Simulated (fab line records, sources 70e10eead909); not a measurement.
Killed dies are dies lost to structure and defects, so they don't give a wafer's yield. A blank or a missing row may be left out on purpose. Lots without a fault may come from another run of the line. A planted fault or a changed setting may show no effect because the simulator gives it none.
Chamber matching | flow nand_harc | NHARC_P_CONTACT_ALD_22 on ald_metal-02: 4 sister chambers
The step deposits TiN, target thk 3 nm, pulse time 1 s, ald cycles 150. 18 wafers are shown with their chamber, then 9 later ones without.

WAFERS WITH THEIR CHAMBER
wafer  | chamber | heater_power_outer_w (W) | heater_power_w (W) | precursor_pulse_height_rel
L077.2 | 2       | 623                      | 970                | 0.996
L077.5 | 2       | 612                      | 973                | 0.996
L077.6 | 3       | 631                      | 992                | 0.986
L079.1 | 2       | 612                      | 985                | 0.997
L079.3 | 1       | 657                      | 1049               | 0.980
L079.5 | 0       | 607                      | 995                | 0.979
L080.1 | 2       | 611                      | 969                | 0.985
L080.2 | 1       | 677                      | 1007               | 0.997
L080.3 | 0       | 621                      | 989                | 0.951
L082.2 | 1       | 665                      | 992                | 0.995
L082.4 | 3       | 631                      | 956                | 1.019
L082.6 | 0       | 603                      | 1014               | 0.980
L084.1 | 1       | 669                      | 1007               | 0.977
L084.2 | 0       | 617                      | 983                | 1.007
L084.4 | 2       | 631                      | 975                | 0.984
L087.1 | 2       | 620                      | 990                | 0.994
L087.2 | 1       | 671                      | 1039               | 1.006
L087.3 | 3       | 637                      | 980                | 0.991

SIGNATURES (means of the wafers above)
reading                    | chamber 0 | chamber 1 | chamber 2 | chamber 3 | scatter within a chamber
heater_power_outer_w       | 612.00    | 667.80    | 618.17    | 633.00    | 7.44
heater_power_w             | 995.25    | 1018.80   | 977.00    | 976.00    | 16.7
precursor_pulse_height_rel | 0.97925   | 0.99100   | 0.99200   | 0.99867   | 0.0146
Rule: a wafer's distance from a chamber is the root of the sum, over the readings, of the square of ((its reading less the chamber's mean) divided by the reading's scatter). The wafer belongs to the nearest chamber; if the next one is less than 2 further off, it can't be placed. The scatter: the root of (the sum of the squares of (reading less its chamber's mean) over the shown wafers, divided by (wafers less chambers)).

WAFERS WITHOUT THEIR CHAMBER
wafer  | heater_power_outer_w (W) | heater_power_w (W) | precursor_pulse_height_rel
L092.1 | 629                      | 986                | 0.992
L092.4 | 623                      | 998                | 0.972
L092.6 | 615                      | 997                | 1.001
L094.3 | 630                      | 1025               | 1.001
L094.4 | 660                      | 1035               | 1.034
L094.6 | 611                      | 1042               | 0.992
L097.3 | 620                      | 979                | 1.027
L097.4 | 636                      | 965                | 1.023
L097.6 | 640                      | 983                | 0.957

WHICH CHAMBER EACH WENT THROUGH
wafer  | from the rows above               | in truth
L092.1 | can't be placed: 3 or 2 or 0      | 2
L092.4 | can't be placed: 0 or 2 or 3      | 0
L092.6 | can't be placed: 2 or 0 or 3      | 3
L094.3 | can't be placed: 3 or 2 or 0      | 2
L094.4 | 1                                 | 1
L094.6 | can't be placed: 0 or 2           | 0
L097.3 | can't be placed: 2 or 3 or 0      | 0
L097.4 | can't be placed: 3 or 2           | 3
L097.6 | can't be placed: 3 or 2 or 0 or 1 | 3
Placed correctly: 1 of 9. Can't be placed from these rows: 8 (the true chamber is among the candidates in 8). Placed wrongly: 0.
